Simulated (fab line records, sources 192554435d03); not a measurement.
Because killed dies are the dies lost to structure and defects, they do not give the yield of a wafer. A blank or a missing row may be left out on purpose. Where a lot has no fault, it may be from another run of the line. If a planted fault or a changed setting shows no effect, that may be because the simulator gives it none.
Which of the tools did it? | flow n5Finfet | 22 lots with 66 wafers sampled at 4 steps, on a route of 1938 steps

== WHAT THE GAUGES SHOWED, per wafer ==
N5_BEOL_M2_CD_MEAS_28: target cd 26.2 nm, target cd y 24.1 nm. Usual: 26.23 nm for cdNm, sd 0.22.
lot  | measured     | on       | cdNm (nm)         | flag
L074 | day 6 14:19  | cdSem-02 | 26.25 26.39 25.84 | 
L075 | day 6 23:59  | cdSem-03 | 26.19 26.09 26.17 | 
L076 | day 7 02:57  | cdSem-03 | 26.21 26.19 25.96 | 
L077 | day 7 21:00  | cdSem-03 | 26.22 26.54 26.18 | 
L079 | day 8 00:34  | cdSem-01 | 26.00 26.00 26.42 | 
L078 | day 8 01:41  | cdSem-01 | 26.14 26.53 26.02 | 
L080 | day 8 01:57  | cdSem-01 | 26.49 26.16 26.23 | 
L082 | day 8 09:30  | cdSem-01 | 26.20 26.22 26.44 | 
L083 | day 8 17:05  | cdSem-03 | 26.04 26.43 26.51 | 
L084 | day 8 20:29  | cdSem-03 | 26.00 25.97 26.13 | 
L085 | day 9 07:33  | cdSem-01 | 26.06 25.87 25.95 | 
L087 | day 10 00:50 | cdSem-02 | 25.69 26.39 26.02 | 
L088 | day 10 06:22 | cdSem-02 | 26.45 26.49 26.57 | 
L089 | day 10 12:20 | cdSem-01 | 26.64 26.25 26.09 | 
L090 | day 10 12:37 | cdSem-02 | 26.03 26.14 26.33 | 
L091 | day 10 13:49 | cdSem-02 | 26.42 26.02 26.36 | 
L092 | day 11 00:24 | cdSem-01 | 26.00 26.22 26.26 | 
L093 | day 11 08:05 | cdSem-02 | 26.19 26.80 26.58 | 
L094 | day 11 12:36 | cdSem-01 | 26.46 26.11 26.33 | 
L095 | day 11 16:46 | cdSem-03 | 26.26 26.66 25.92 | 
L096 | day 11 21:47 | cdSem-03 | 26.16 26.24 25.85 | 
L097 | day 12 05:02 | cdSem-03 | 26.16 26.00 25.79 | 

N5_BEOL_M3_OVL_MEAS_12. Usual: M3_OVL gives 0.1 nm (standard deviation 0.63).
lot  | measured     | on         | M3_OVL (nm)    | flag
L074 | day 6 22:05  | overlay-02 | 0.4 0.0 -1.0   | 
L075 | day 7 11:17  | overlay-01 | -1.1 -0.1 -0.5 | 
L076 | day 7 09:35  | overlay-02 | 1.2 0.7 0.4    | 
L077 | day 8 07:52  | overlay-02 | 1.4 0.3 1.2    | 
L079 | day 8 11:53  | overlay-01 | 0.9 1.2 1.2    | 
L078 | day 8 14:38  | overlay-01 | -0.4 0.4 1.2   | 
L080 | day 8 18:20  | overlay-01 | 0.6 0.6 1.0    | 
L082 | day 8 20:33  | overlay-02 | 0.2 -0.6 0.3   | 
L083 | day 9 00:22  | overlay-01 | 0.0 -0.1 0.5   | 
L084 | day 9 03:37  | overlay-01 | -0.9 -1.0 -1.1 | 
L085 | day 9 17:40  | overlay-02 | -1.0 0.0 0.1   | 
L087 | day 10 11:07 | overlay-01 | 0.4 -0.1 0.3   | 
L088 | day 10 13:33 | overlay-02 | 0.1 -0.1 -0.4  | 
L089 | day 10 22:37 | overlay-02 | 0.3 0.4 0.2    | 
L090 | day 10 23:11 | overlay-02 | -1.1 1.1 -0.1  | 
L091 | day 10 23:52 | overlay-01 | -0.3 0.8 -0.1  | 
L092 | day 11 12:07 | overlay-02 | -0.4 0.1 -1.0  | 
L093 | day 11 18:23 | overlay-01 | 0.6 -0.6 -0.9  | 
L094 | day 12 02:41 | overlay-02 | -0.1 0.0 0.4   | 
L095 | day 12 04:32 | overlay-01 | -0.3 0.3 0.0   | 
L096 | day 12 09:14 | overlay-02 | -0.6 -0.2 0.7  | 
L097 | day 12 19:19 | overlay-02 | -0.7 0.4 0.5   | 

== WHAT TOOL EACH LOT RAN ON (gives the tool, then ch and the chambers of the sampled wafers, and finally the start) ==
lot  | N5_BEOL_M2_ETCH_63                | N5_BEOL_M2_STRIP_97
L074 | rieDiel-06 ch 1,2,3, day 6 13:17  | rieDiel-06 ch 1,2,3, day 6 22:05 or earlier
L075 | rieDiel-05 ch 0,1,3, day 6 22:31  | rieDiel-06 ch 0,3, day 7 11:17 or earlier
L076 | rieDiel-05 ch 2,3, day 7 02:02    | rieDiel-03 ch 2,3, day 7 09:35 or earlier
L077 | rieDiel-06 ch 0,1,3, day 7 20:17  | rieDiel-05 ch 0,1,2, day 8 07:52 or earlier
L079 | rieDiel-06 ch 1,3, day 7 23:50    | rieDiel-03 ch 1,2,3, day 8 11:53 or earlier
L078 | rieDiel-06 ch 0,1,3, day 8 00:47  | rieDiel-05 ch 1,3, day 8 14:38 or earlier
L080 | rieDiel-03 ch 0,2,3, day 8 01:05  | rieDiel-06 ch 0,3, day 8 18:20 or earlier
L082 | rieDiel-03 ch 1,2,3, day 8 08:47  | rieDiel-06 ch 0,1, day 8 20:33 or earlier
L083 | rieDiel-05 ch 0,1,3, day 8 16:21  | rieDiel-03 ch 0,2,3, day 9 00:22 or earlier
L084 | rieDiel-03 ch 0,2,3, day 8 19:40  | rieDiel-05 ch 0,2,3, day 9 03:37 or earlier
L085 | rieDiel-05 ch 0,2,3, day 9 06:49  | rieDiel-06 ch 0,1,3, day 9 17:40 or earlier
L087 | rieDiel-05 ch 0,1,2, day 9 23:59  | rieDiel-06 ch 1,2,3, day 10 11:07 or earlier
L088 | rieDiel-03 ch 0,2, day 10 05:38   | rieDiel-05 ch 0,2, day 10 13:33 or earlier
L089 | rieDiel-03 ch 1,2,3, day 10 11:30 | rieDiel-06 ch 2,3, day 10 22:37 or earlier
L090 | rieDiel-05 ch 0,2,3, day 10 11:50 | rieDiel-03 ch 1,2,3, day 10 23:11 or earlier
L091 | rieDiel-05 ch 1,2, day 10 12:58   | rieDiel-05 ch 0,1,2, day 10 23:52 or earlier
L092 | rieDiel-03 ch 0,1,2, day 10 23:41 | rieDiel-03 ch 0,2,3, day 11 12:07 or earlier
L093 | rieDiel-06 ch 2,3, day 11 07:12   | rieDiel-06 ch 0,2, day 11 18:23 or earlier
L094 | rieDiel-05 ch 0,1,2, day 11 11:53 | rieDiel-06 ch 0,2,3, day 12 02:41 or earlier
L095 | rieDiel-05 ch 1,2, day 11 15:57   | rieDiel-03 ch 0,2, day 12 04:32 or earlier
L096 | rieDiel-06 ch 0,2,3, day 11 20:56 | rieDiel-06 ch 0,1,2, day 12 09:14 or earlier
L097 | rieDiel-05 ch 0,3, day 12 04:13   | rieDiel-03 ch 2,3, day 12 19:19 or earlier
- N5_BEOL_M2_ETCH_63: etches SiARC in CF4, target depth 15.6 nm, time 26 s.
- N5_BEOL_M2_STRIP_97: strips in N2/H2, time 10 s.

== WHAT THE TOOLS THEMSELVES READ (means of the sampled wafers that have a number; where no wafer has one, the mark that the record gives instead) ==
N5_BEOL_M2_ETCH_63. Usual: drypumpMotorCurrentA 5.6 A, standard deviation 0.42; etchRfOnTimeS 25.7 s, standard deviation 0.56; oesProductAu 0.67 a.u., standard deviation 0.077; rfVppV 183.8 V, standard deviation 1.1; showerheadPlenumPTorr 2.12 Torr, standard deviation 0.061; throttleValvePct 15.59 %, standard deviation 0.14.
lot  | tool       | drypumpMotorCurrentA (A) | etchRfOnTimeS (s) | oesProductAu (a.u.) | rfVppV (V) | showerheadPlenumPTorr (Torr) | throttleValvePct (%) | flag
L074 | rieDiel-06 | 5.8                      | 25.7              | 0.63                | 183.2      | 2.07                         | 15.54                | 
L075 | rieDiel-05 | 5.4                      | 25.6              | 0.70                | 183.5      | 2.12                         | 15.62                | 
L076 | rieDiel-05 | 5.4                      | 25.4              | 0.77                | 184.2      | 2.14                         | 15.48                | 
L077 | rieDiel-06 | 5.6                      | 26.0              | 0.63                | 183.1      | 2.13                         | 15.59                | 
L079 | rieDiel-06 | 6.1                      | 25.9              | 0.63                | 183.6      | 2.07                         | 15.52                | 
L078 | rieDiel-06 | 5.6                      | 26.1              | 0.63                | 182.8      | 2.13                         | 15.59                | 
L080 | rieDiel-03 | 6.0                      | 25.6              | 0.70                | 182.9      | 2.08                         | 15.56                | 
L082 | rieDiel-03 | 5.7                      | 25.2              | 0.75                | 184.0      | 2.11                         | 15.54                | 
L083 | rieDiel-05 | 5.4                      | 25.5              | 0.68                | 184.9      | 2.11                         | 15.65                | 
L084 | rieDiel-03 | 6.0                      | 25.4              | 0.69                | 183.7      | 2.07                         | 15.58                | 
L085 | rieDiel-05 | 5.5                      | 25.2              | 0.68                | 183.9      | 2.15                         | 15.56                | 
L087 | rieDiel-05 | 5.5                      | 25.5              | 0.62                | 184.2      | 2.15                         | 15.59                | 
L088 | rieDiel-03 | 6.2                      | 25.3              | 0.65                | 183.0      | 2.05                         | 15.65                | 
L089 | rieDiel-03 | 5.7                      | 25.5              | 0.72                | 183.6      | 2.10                         | 15.57                | 
L090 | rieDiel-05 | 5.5                      | 25.5              | 0.67                | 184.1      | 2.14                         | 15.58                | 
L091 | rieDiel-05 | 5.3                      | 25.7              | 0.62                | 183.7      | 2.15                         | 15.58                | 
L092 | rieDiel-03 | 5.9                      | 25.3              | 0.70                | 184.4      | 2.10                         | 15.63                | 
L093 | rieDiel-06 | 5.9                      | 26.4              | 0.70                | 184.2      | 2.19                         | 15.44                | 
L094 | rieDiel-05 | 5.5                      | 25.8              | 0.61                | 183.7      | 2.15                         | 15.62                | 
L095 | rieDiel-05 | 5.4                      | 25.9              | 0.61                | 183.8      | 2.14                         | 15.60                | 
L096 | rieDiel-06 | 5.7                      | 26.5              | 0.72                | 184.4      | 2.16                         | 15.46                | 
L097 | rieDiel-05 | 5.4                      | 25.5              | 0.69                | 184.2      | 2.10                         | 15.69                | 

N5_BEOL_M2_STRIP_97. Usual: drypumpMotorCurrentA 5.6 A, standard deviation 0.44; oesProductAu 0.80 a.u., standard deviation 0.093; rfVppV 59.2 V, standard deviation 0.9; showerheadPlenumPTorr 2.51 Torr, standard deviation 0.087; throttleValvePct 23.52 %, standard deviation 0.26.
lot  | tool       | drypumpMotorCurrentA (A) | oesProductAu (a.u.) | rfVppV (V) | showerheadPlenumPTorr (Torr) | throttleValvePct (%) | flag
L074 | rieDiel-06 | 5.8                      | 0.72                | 57.7       | 2.45                         | 23.26                | 
L075 | rieDiel-06 | 6.0                      | 0.72                | 59.8       | 2.48                         | 23.51                | 
L076 | rieDiel-03 | 6.0                      | 0.81                | 58.4       | 2.45                         | 23.73                | 
L077 | rieDiel-05 | 5.5                      | 0.73                | 59.1       | 2.55                         | 23.48                | 
L079 | rieDiel-03 | 5.7                      | 0.87                | 59.1       | 2.51                         | 23.73                | 
L078 | rieDiel-05 | 5.2                      | 0.80                | 59.4       | 2.51                         | 23.73                | 
L080 | rieDiel-06 | 5.5                      | 0.70                | 59.7       | 2.54                         | 23.67                | 
L082 | rieDiel-06 | 5.2                      | 0.72                | 59.2       | 2.58                         | 23.58                | 
L083 | rieDiel-03 | 6.0                      | 0.80                | 58.9       | 2.45                         | 23.60                | 
L084 | rieDiel-05 | 5.5                      | 0.79                | 59.7       | 2.54                         | 23.52                | 
L085 | rieDiel-06 | 5.7                      | 0.72                | 60.0       | 2.51                         | 23.43                | 
L087 | rieDiel-06 | 5.8                      | 0.79                | 59.2       | 2.55                         | 23.24                | 
L088 | rieDiel-05 | 5.7                      | 0.73                | 59.0       | 2.58                         | 23.32                | 
L089 | rieDiel-06 | 6.2                      | 0.78                | 59.7       | 2.50                         | 23.35                | 
L090 | rieDiel-03 | 5.7                      | 0.83                | 57.9       | 2.50                         | 23.76                | 
L091 | rieDiel-05 | 5.5                      | 0.72                | 59.0       | 2.54                         | 23.50                | 
L092 | rieDiel-03 | 6.0                      | 0.78                | 59.5       | 2.44                         | 23.64                | 
L093 | rieDiel-06 | 5.2                      | 0.95                | 58.8       | 2.64                         | 23.47                | 
L094 | rieDiel-06 | 5.7                      | 0.85                | 59.1       | 2.57                         | 23.42                | 
L095 | rieDiel-03 | 6.1                      | 0.76                | 58.6       | 2.43                         | 23.60                | 
L096 | rieDiel-06 | 5.4                      | 0.85                | 59.6       | 2.61                         | 23.32                | 
L097 | rieDiel-03 | 5.8                      | 0.79                | 58.5       | 2.45                         | 23.69                | 

== THE ANSWER, worked out from the rows above alone ==
Rule: a lot is off if the mean of its wafers that have a number lies more than 3 standard deviations from the usual mean. Also off: a lot with no number at a reading for which 4 or more lots have one. Any other lot the step has rows for is counted as sound. Order of review: gauges by route order, followed by the tools' own readings, for which a lot's mean as printed above is used. At the first step where some lot is off, the reading lying furthest off is the one used; lots without a number count as furthest.
Across all readings shown, no lot is off: no conclusion can be drawn from this.

== WHAT THE SIMULATOR HAD PUT IN ==
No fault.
